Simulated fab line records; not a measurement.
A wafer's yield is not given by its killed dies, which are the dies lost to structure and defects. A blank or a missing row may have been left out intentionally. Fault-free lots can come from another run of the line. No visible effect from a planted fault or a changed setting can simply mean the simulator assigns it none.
fab line records ; flow nand-harc
record: lots: 6; wafers: 18; last-day: 32
route steps=1302 shown A_BLC@1135 A_M0@1137 END@1302
lots with no fault: from the same line, run without faults
start-h: hours from the record's opening day to when the first of the lot's shown wafers began ; wait-h: time in hours since the lot's previous step ; " same as the row above ; L1.1+2: a row that stands for several wafers ; - value missing, or start not given ; * or withheld: withheld ; < > ~ a bound
route shown NAME@n: a module of which the file shows steps, and the number in the route of the first ; usual: mean/standard deviation of fault-free wafers ; same: alike in all rows ; chamber/n: place in a boat ; sites: the reading at each site ; _std_site: the standard deviation of these ; _edge_site: the outer-site mean with the inner-site mean subtracted ; radius-mm: for every site, how far away it sits from the centre of the wafer ; mask NAME#n: copy n ; behind: the tool/chamber that last shaped the wafer ; hold: why the lot went on hold/how many hours it stayed there/how the hold came to an end ; device: names the non-switching transistor (n, p or np) ; end of line: tests run on the same wafers once the route is complete ; a step without rows: its recipe alone ; killed: at the first sort, the dies lost to defects and structure; wafer yield is something else ; map: a wafer's dies, marking killed ones x, the rest . and places with no die _
set.NAME: the setting as run; set.NAME@STEP: as run at that earlier step ; model.NAME: the simulator's own value behind a step, which no gauge read
certain route steps with their lots: each step a table, each wafer a row
services: when a tool's chamber went out of use (start-h, in hours from the record's first day, below 0 if earlier), for how many hours, and the reason
== steps ==
step: NHARC_A_BLC_SRD_27
step: NHARC_A_BLC_INSPECT_28
usual: raw-defect-count: 493/84
lot.wafer;tool;chamber;start-h;wait-h;raw-defect-count
L366.2;defect-inspect-01;-;533.66;0.1;456
L366.4;defect-inspect-01;-;533.66;0.1;648
L366.5;defect-inspect-01;-;533.66;0.1;508
L374.1;defect-inspect-01;-;619.94;0.1;465
L374.4;defect-inspect-01;-;619.94;0.1;493
L374.5;defect-inspect-01;-;619.94;0.1;420
L373.3;defect-inspect-01;-;626.77;0.1;671
L373.5;defect-inspect-01;-;626.77;0.1;767
L373.6;defect-inspect-01;-;626.77;0.1;408
L378.1;defect-inspect-02;-;655.60;0.1;341
L378.2;defect-inspect-02;-;655.60;0.1;381
L378.5;defect-inspect-02;-;655.60;0.1;569
L380.3;defect-inspect-02;-;677.34;0.1;586
L380.4;defect-inspect-02;-;677.34;0.1;392
L380.6;defect-inspect-02;-;677.34;0.1;438
L385.1;defect-inspect-01;-;729.36;0.1;443
L385.4;defect-inspect-01;-;729.36;0.1;715
L385.5;defect-inspect-01;-;729.36;0.1;407
step: NHARC_A_M0_DEP_00
recipe: target-thk-a: 1500; target-thk-nm: 150; temp-c: withheld; pressure-torr: 5; flow-sccm: 200; rf-w: 600; material: SiOC
step: NHARC_A_M0_DEHYDRATE_01
recipe: temp-c: 150; time-s: 120
step: NHARC_A_M0_HMDS_02
recipe: time-s: 30
step: NHARC_A_M0_COAT_33
recipe: temp-c: 200; time-s: 65
step: NHARC_A_M0_COAT_03
recipe: spin-rpm: 1500; resist-thk-nm: 90
step: NHARC_A_M0_SOFTBAKE_04
recipe: temp-c: 105; time-s: 55
step: NHARC_A_M0_EBR_05
step: NHARC_A_M0_EXPOSE_06
recipe: na: 1.35; target-cd-nm: 80; dose-mj: 83.25; mask-id: A_M0
step: NHARC_A_M0_PEB_07
recipe: peb-temp-c: 100; peb-time-s: 65
step: NHARC_A_M0_DEVELOP_08
recipe: develop-time-s: 35; dev-temp-c: 23
lot.wafer;tool;chamber;start-h;wait-h
L366.2+4+5;litho-track-04;0;534;-
L374.1+4+5;litho-track-04;0;620;-
L373.3+5+6;litho-track-04;0;627;-
L378.1+2+5;litho-track-06;0;656;-
L380.3+4+6;litho-track-01;0;678;-
L385.1+4+5;litho-track-01;0;730;-
step: NHARC_A_M0_CD_MEAS_09
recipe: target-cd-nm: 80; landing-energy-ev: 500
usual: cd-nm: 80.2/0.94
lot.wafer;tool;chamber;start-h;wait-h;cd-nm
L366.2;cd-sem-01;0;534.56;-;79.7
L366.4;cd-sem-01;0;534.56;-;80.2
L366.5;cd-sem-01;0;534.56;-;80.0
L374.1;cd-sem-02;0;620.84;-;78.4
L374.4;cd-sem-02;0;620.84;-;80.4
L374.5;cd-sem-02;0;620.84;-;78.5
L373.3;cd-sem-02;0;627.54;-;78.7
L373.5;cd-sem-02;0;627.54;-;77.9
L373.6;cd-sem-02;0;627.54;-;79.9
L378.1;cd-sem-01;0;656.50;-;80.8
L378.2;cd-sem-01;0;656.50;-;81.3
L378.5;cd-sem-01;0;656.50;-;82.0
L380.3;cd-sem-03;0;678.87;-;79.4
L380.4;cd-sem-03;0;678.87;-;81.5
L380.6;cd-sem-03;0;678.87;-;80.5
L385.1;cd-sem-02;0;730.27;-;78.8
L385.4;cd-sem-02;0;730.27;-;79.6
L385.5;cd-sem-02;0;730.27;-;81.1
step: NHARC_A_M0_OVL_MEAS_10
recipe: pitch-nm: 160
usual: overlay-x-nm: -0.1/0.88; overlay-y-nm: 0.5/0.74
lot.wafer;tool;chamber;start-h;wait-h;overlay-x-nm;overlay-y-nm
L366.2;overlay-01;-;534.65;-;-1.0;-0.1
L366.4;overlay-01;-;534.65;-;-0.8;0.0
L366.5;overlay-01;-;534.65;-;-0.7;0.3
L374.1;overlay-01;-;620.93;-;-0.5;0.1
L374.4;overlay-01;-;620.93;-;0.0;0.2
L374.5;overlay-01;-;620.93;-;0.0;0.1
L373.3;overlay-01;-;627.63;-;0.3;2.0
L373.5;overlay-01;-;627.63;-;-0.2;1.6
L373.6;overlay-01;-;627.63;-;-0.4;2.1
L378.1;overlay-02;-;656.59;-;-0.3;-0.7
L378.2;overlay-02;-;656.59;-;-0.2;-0.6
L378.5;overlay-02;-;656.59;-;0.0;-0.6
L380.3;overlay-01;-;678.96;-;0.9;0.5
L380.4;overlay-01;-;678.96;-;0.7;1.5
L380.6;overlay-01;-;678.96;-;0.5;0.6
L385.1;overlay-02;-;730.35;-;0.8;0.3
L385.4;overlay-02;-;730.35;-;1.3;0.7
L385.5;overlay-02;-;730.35;-;0.6;0.7
step: NHARC_A_M0_INSPECT_11
usual: raw-defect-count: 88/37
lot.wafer;tool;chamber;start-h;wait-h;raw-defect-count
L366.2;defect-inspect-01;-;534.68;0.0;103
L366.4;defect-inspect-01;-;534.68;0.0;107
L366.5;defect-inspect-01;-;534.68;0.0;142
L374.1;defect-inspect-02;-;620.96;0.0;98
L374.4;defect-inspect-02;-;620.96;0.0;87
L374.5;defect-inspect-02;-;620.96;0.0;113
L373.3;defect-inspect-02;-;627.66;0.0;30
L373.5;defect-inspect-02;-;627.66;0.0;19
L373.6;defect-inspect-02;-;627.66;0.0;21
L378.1;defect-inspect-01;-;656.62;0.0;64
L378.2;defect-inspect-01;-;656.62;0.0;70
L378.5;defect-inspect-01;-;656.62;0.0;75
L380.3;defect-inspect-02;-;678.99;0.0;107
L380.4;defect-inspect-02;-;678.99;0.0;97
L380.6;defect-inspect-02;-;678.99;0.0;106
L385.1;defect-inspect-01;-;730.39;0.0;45
L385.4;defect-inspect-01;-;730.39;0.0;57
L385.5;defect-inspect-01;-;730.39;0.0;42
step: NHARC_A_M0_DESCUM_14
recipe: time-s: 3; o2-flow-sccm: 200; ar-flow-sccm: 0; bias-power-w: 0; chemistry: O2
usual: drypump-motor-current-A: 5.7/0.48; oes-product-au: 0.999/0.013; rf-vpp-V: 57.9/0.9; showerhead-plenum-p-Torr: 1.95/0.087; throttle-valve-pct: 11.311/0.0099
lot.wafer;tool;chamber;start-h;wait-h;drypump-motor-current-A;oes-product-au;rf-hours-counter-h;rf-vpp-V;showerhead-plenum-p-Torr;throttle-valve-pct;model.A_M0.cd-nm
L366.2;rie-diel-13;2;534.76;0.1;6.6;1.012;0.1;57.6;2.00;11.325;80.16
L366.4;rie-diel-13;3;534.76;0.1;6.2;1.020;0.1;57.6;1.86;11.322;80.8
L366.5;rie-diel-13;0;534.76;0.1;5.7;1.010;-;58.2;1.90;11.325;80.66
L374.4;rie-diel-09;1;621.02;0.1;5.9;0.999;5.6;58.6;1.99;11.304;80.12
L374.1;rie-diel-09;2;621.02;0.1;5.2;1.008;5.2;58.6;2.05;11.320;78.68
L374.5;rie-diel-09;2;621.02;0.1;5.2;0.987;-;60.9;2.05;11.322;78.61
L373.3;rie-diel-07;2;627.73;0.1;5.6;1.001;7.1;57.7;1.78;11.306;78.43
L373.6;rie-diel-07;1;627.73;0.1;5.0;0.991;-;58.1;2.01;11.299;79.37
L373.5;rie-diel-07;2;627.73;0.1;5.7;1.001;-;57.8;1.78;11.296;77.89
L378.2;rie-diel-09;0;656.68;0.1;5.3;0.968;7.8;58.4;1.92;11.295;80.93
L378.1;rie-diel-09;1;656.68;0.1;5.9;1.009;7.7;58.6;1.99;11.312;80.64
L378.5;rie-diel-09;0;656.68;0.1;5.3;0.972;-;56.8;1.93;11.302;81.83
L380.4;rie-diel-07;1;679.05;0.1;5.0;1.005;0.6;58.2;2.01;11.314;80.34
L380.3;rie-diel-07;3;679.05;0.1;5.6;0.982;0.5;57.9;1.87;11.318;79.94
L380.6;rie-diel-07;1;679.05;0.1;5.0;1.002;-;58.0;2.01;11.298;80.01
L385.4;rie-diel-09;2;730.46;0.1;5.2;1.011;1.5;58.2;2.05;11.310;79.7
L385.1;rie-diel-09;3;730.46;0.1;5.8;0.982;1.5;58.6;2.05;11.304;79.14
L385.5;rie-diel-09;2;730.46;0.1;5.2;1.010;-;57.3;2.05;11.308;81.51
step: NHARC_A_M0_ETCH_34
recipe: target-depth-a: 400; overetch-a: 120; time-s: 43.94; ion-energy-ev: 200; n2-flow-sccm: 150; h2-flow-sccm: 150; ar-flow-sccm: 0; rf-w: 400; bias-w: 150; chemistry: N2/H2
usual: drypump-motor-current-A: 5.7/0.5; n2-flow-sccm: 150.0/0.44; oes-product-au: 0.999/0.013; rf-vpp-V: 431.6/2.6; showerhead-plenum-p-Torr: 2.08/0.095; throttle-valve-pct: 14.171/0.0097
lot.wafer;tool;chamber;start-h;wait-h;drypump-motor-current-A;n2-flow-sccm;oes-product-au;rf-hours-counter-h;rf-vpp-V;showerhead-plenum-p-Torr;throttle-valve-pct
L366.4;rie-diel-13;0;534.83;0.1;5.7;150.5;0.992;0.2;430.1;2.02;14.163
L366.2;rie-diel-13;1;534.83;0.1;4.9;150.5;1.008;0.2;434.7;2.16;14.153
L366.5;rie-diel-13;0;534.83;0.1;5.7;149.4;0.993;-;428.9;2.02;14.175
L374.4;rie-diel-09;0;621.12;0.1;5.3;150.3;0.982;5.7;431.5;2.05;14.174
L374.1;rie-diel-09;1;621.12;0.1;5.9;149.4;1.007;5.6;432.4;2.12;14.172
L374.5;rie-diel-09;3;621.12;0.1;5.8;150.2;0.999;-;433.4;2.19;14.169
L373.3;rie-diel-07;3;627.81;0.1;5.7;150.7;0.990;7.6;428.6;1.99;14.176
L373.6;rie-diel-07;2;627.81;0.1;5.6;150.5;1.002;-;427.5;1.89;14.169
L373.5;rie-diel-07;3;627.81;0.1;5.7;150.7;0.998;-;429.7;1.99;14.158
L378.1;rie-diel-09;3;656.78;0.1;5.7;149.8;0.982;7.7;435.6;2.19;14.184
L378.2;rie-diel-09;0;656.78;0.1;5.3;150.1;0.986;7.8;431.1;2.05;14.176
L378.5;rie-diel-09;2;656.78;0.1;5.2;149.9;1.001;-;433.5;2.19;14.166
L380.3;rie-diel-07;3;679.14;0.1;5.7;150.1;0.992;0.5;430.0;1.99;14.164
L380.4;rie-diel-07;1;679.14;0.1;5.0;150.2;1.007;0.6;434.5;2.15;14.154
L380.6;rie-diel-07;2;679.14;0.1;5.6;149.6;0.990;-;426.6;1.89;14.178
L385.4;rie-diel-09;0;730.54;0.1;5.3;149.9;0.994;1.3;430.8;2.05;14.183
L385.1;rie-diel-09;2;730.54;0.1;5.2;150.0;1.021;1.5;435.4;2.19;14.175
L385.5;rie-diel-09;0;730.54;0.1;5.3;150.0;0.995;-;431.4;2.05;14.168
step: NHARC_A_M0_ETCH_15
recipe: target-depth-a: 1500; overetch-a: 150; time-s: 82.5; c4f8-flow-sccm: withheld; ar-flow-sccm: 400; rf-w: 600; bias-w: 300; chemistry: C4F8/Ar
usual: oes-product-au: 0.955/0.022; rf-vpp-V: 442.0/2.8
lot.wafer;tool;chamber;start-h;wait-h;oes-product-au;rf-hours-counter-h;rf-vpp-V;model.A_M0.cd-nm
L366.2;rie-diel-13;3;-;-;0.994;0.1;438.9;80.45
L366.4;rie-diel-13;0;-;-;0.969;0.2;440.9;80.75
L366.5;rie-diel-13;3;-;-;0.990;-;439.7;80.72
L374.4;rie-diel-09;0;-;-;0.915;5.7;439.6;80.68
L374.1;rie-diel-09;1;-;-;0.934;5.6;444.5;78.7
L374.5;rie-diel-09;3;-;-;0.922;-;444.8;78.7
L373.3;rie-diel-07;0;-;-;0.920;6.9;438.3;78.51
L373.5;rie-diel-07;2;-;-;0.926;-;437.1;78.05
L373.6;rie-diel-07;3;-;-;0.918;-;440.5;79.66
L378.1;rie-diel-09;0;-;-;0.936;7.8;442.1;79.99
L378.2;rie-diel-09;1;-;-;0.947;7.7;443.0;81.21
L378.5;rie-diel-09;3;-;-;0.962;-;446.3;82.23
L380.4;rie-diel-07;1;-;-;0.969;0.6;442.2;80.36
L380.3;rie-diel-07;0;-;-;0.963;0.5;439.7;79.77
L380.6;rie-diel-07;1;-;-;0.966;-;443.7;80.18
L385.1;rie-diel-09;2;-;-;0.981;1.6;446.4;79.53
L385.4;rie-diel-09;0;-;-;0.982;1.3;441.7;79.11
L385.5;rie-diel-09;2;-;-;0.974;-;446.4;81.02
step: NHARC_A_M0_CD_MEAS_16
usual: cd-nm: 80.3/1.1
lot.wafer;tool;chamber;start-h;wait-h;cd-nm
L366.2;cd-sem-01;-;535.04;-;80.4
L366.4;cd-sem-01;-;535.04;-;80.5
L366.5;cd-sem-01;-;535.04;-;80.9
L374.1;cd-sem-03;-;621.32;-;78.7
L374.4;cd-sem-03;-;621.32;-;80.3
L374.5;cd-sem-03;-;621.32;-;79.1
L373.3;cd-sem-01;-;628.03;-;78.3
L373.5;cd-sem-01;-;628.03;-;78.0
L373.6;cd-sem-01;-;628.03;-;80.0
L378.1;cd-sem-02;-;656.98;-;80.2
L378.2;cd-sem-02;-;656.98;-;80.9
L378.5;cd-sem-02;-;656.98;-;82.4
L380.3;cd-sem-01;-;679.36;-;79.5
L380.4;cd-sem-01;-;679.36;-;80.2
L380.6;cd-sem-01;-;679.36;-;80.2
L385.1;cd-sem-03;-;730.75;-;79.4
L385.4;cd-sem-03;-;730.75;-;79.0
L385.5;cd-sem-03;-;730.75;-;81.4
step: NHARC_END_SORT_01
recipe: temp-c: 25
usual: defect-limited-yield: 91.6/2.8; killed-at-array: 52/19; killed-at-other: 1.0/1.2; killed-at-periphery: 4.1/2.8; killed-dies: 57/19; killed-open: 3.1/1.7; killed-short: 2.5/1.5; sort_bin_2_pct: 3.0/1.2; sort_bin_3_pct: 0.6/0.36; sort_bin_4_pct: 4.9/1.6; sort-n-pass: 620/19; sort-rim-yield-pct: 91/5; sort-yield-pct: 91.6/2.8
same: gross-dies: 677; sort_bin_5_pct[%]: 0; sort_bin_6_pct[%]: 0; sort_bin_7_pct[%]: 0; sort_bin_8_pct[%]: 0; sort-rim-n-gross: 106.00
lot.wafer;tool;chamber;start-h;wait-h;defect-limited-yield[%];killed-at-array;killed-at-other;killed-at-periphery;killed-dies;killed-open;killed-short;sort_bin_2_pct[%];sort_bin_3_pct[%];sort_bin_4_pct[%];sort-n-pass;sort-rim-yield-pct[%];sort-yield-pct[%]
L378.1;prober-01;0;693.63;2.5;94.7;33;1;2;36;1;3;1.8;0.3;3.2;641;89;94.7
L378.2;prober-01;0;694.44;2.8;92.6;49;0;1;50;1;2;2.5;0.7;4.1;627;98;92.6
L378.5;prober-01;0;696.87;3.7;92.5;48;0;3;51;5;1;1.5;0.7;5.3;626;96;92.5
L380.3;prober-01;0;719.97;3.1;90.7;57;1;5;63;1;2;3.7;0.6;5.0;614;89;90.7
L380.4;prober-01;0;720.78;3.4;91.1;58;1;1;60;1;3;2.4;0.1;6.4;617;92;91.1
L380.6;prober-01;0;722.38;4.0;90.3;64;0;2;66;1;3;4.3;0.9;4.6;611;91;90.3
killed by level:class
L378.1 A_CHANNEL_HOLE_D1:chamber-film-flake=14 A_CONTACT:chamber-film-flake=8 A_WL_FILL:chamber-film-flake=4 A_SLIT:chamber-film-flake=3 P_STI:geometric-particle:short=1 A_CHANNEL_FILL_D1:geometric-particle:short=1 A_CHANNEL_HOLE_D2:geometric-particle:short=1 A_BLC:geometric-particle:open=1
L378.2 A_CHANNEL_HOLE_D1:chamber-film-flake=33 A_CHANNEL_HOLE_D2:chamber-film-flake=5 A_WL_FILL:chamber-film-flake=4 A_SLIT:chamber-film-flake=2 A_CONTACT:chamber-film-flake=2 P_GATE:geometric-particle:open=1 A_DECK1_JOINT:geometric-particle:short=1 A_M1:geometric-particle:short=1
L378.5 A_CHANNEL_HOLE_D1:chamber-film-flake=33 A_CHANNEL_HOLE_D2:chamber-film-flake=3 A_WL_FILL:chamber-film-flake=2 A_STAIRCASE:chamber-film-flake=2 A_CONTACT:chamber-film-flake=2 P_GATE:geometric-particle:open=1 P_M0:geometric-particle:open=1 A_CHANNEL_HOLE_D1:geometric-particle:open=1
L380.3 A_SLIT:chamber-film-flake=35 A_CHANNEL_HOLE_D2:chamber-film-flake=8 A_CONTACT:chamber-film-flake=5 A_WL_FILL:chamber-film-flake=4 P_GATE:chamber-film-flake=2 A_CHANNEL_HOLE_D1:chamber-film-flake=2 P_CONTACT:geometric-particle:short=1 P_M1:geometric-particle:short=1
L380.4 A_CHANNEL_HOLE_D2:chamber-film-flake=22 A_CHANNEL_HOLE_D1:chamber-film-flake=15 A_SLIT:chamber-film-flake=12 A_STAIRCASE:chamber-film-flake=3 A_CONTACT:chamber-film-flake=3 A_ONON_D1:geometric-particle:short=1 A_ONON_D2:geometric-particle:short=1 A_SGD_CUT:geometric-particle:short=1
L380.6 A_CHANNEL_HOLE_D2:chamber-film-flake=34 A_SLIT:chamber-film-flake=11 A_STAIRCASE:chamber-film-flake=6 A_WL_FILL:chamber-film-flake=5 A_CONTACT:chamber-film-flake=3 A_CHANNEL_HOLE_D1:chamber-film-flake=2 P_M0:geometric-particle:short=1 A_ONON_D1:geometric-particle:short=1
== services ==
tool;chamber;start-h;hours;kind
rie-diel-13;-;519.00;9.0;pm
rie-diel-07;0;519.53;3.6;repair
litho-track-06;-;529.00;7.0;pm
rie-diel-09;0;530.63;-;clean
rie-diel-09;1;530.63;-;clean
rie-diel-09;2;530.63;-;clean
rie-diel-09;3;530.63;-;clean
rie-diel-13;-;532.56;0.9;repair
litho-track-04;-;553.00;7.0;pm
rie-diel-09;0;555.13;-;clean
rie-diel-07;0;582.71;5.8;repair
rie-diel-09;0;598.93;6.7;repair
rie-diel-13;-;623.87;0.9;repair
rie-diel-13;0;627.30;6.1;repair
rie-diel-13;2;629.86;14.5;repair
rie-diel-07;-;648.21;9.0;pm
rie-diel-13;0;650.18;3.1;repair
rie-diel-07;3;661.81;4.8;repair
rie-diel-09;-;674.13;9.0;pm
rie-diel-07;1;674.83;2.7;repair
litho-track-01;-;680.00;7.0;pm
rie-diel-13;-;696.00;9.0;pm
litho-track-06;-;704.00;7.0;pm
litho-track-04;-;728.00;7.0;pm
== key ==
first-sign none at tools or gauges
model-effect: step: NHARC_A_M0_DESCUM_14; value: A_M0.cd-nm; without: 80.51; struck: 78.31
model-effect: step: NHARC_A_M0_ETCH_15; value: A_M0.cd-nm; without: 80.62; struck: 78.42
met-at NHARC_A_M0_DEVELOP_08
struck-wafers L373.3,L373.5,L374.5
onset-between 534 620
fault: kind: process-parameter-drift; tool: litho-track-04; chamber: -; onset-h: 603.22; steps: NHARC_A_M0_DEVELOP_08; channel: develop-time-s; offset: *; shape: step; end-h: 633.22; scope: struck-wafers-only; acts-in: *; stated: *
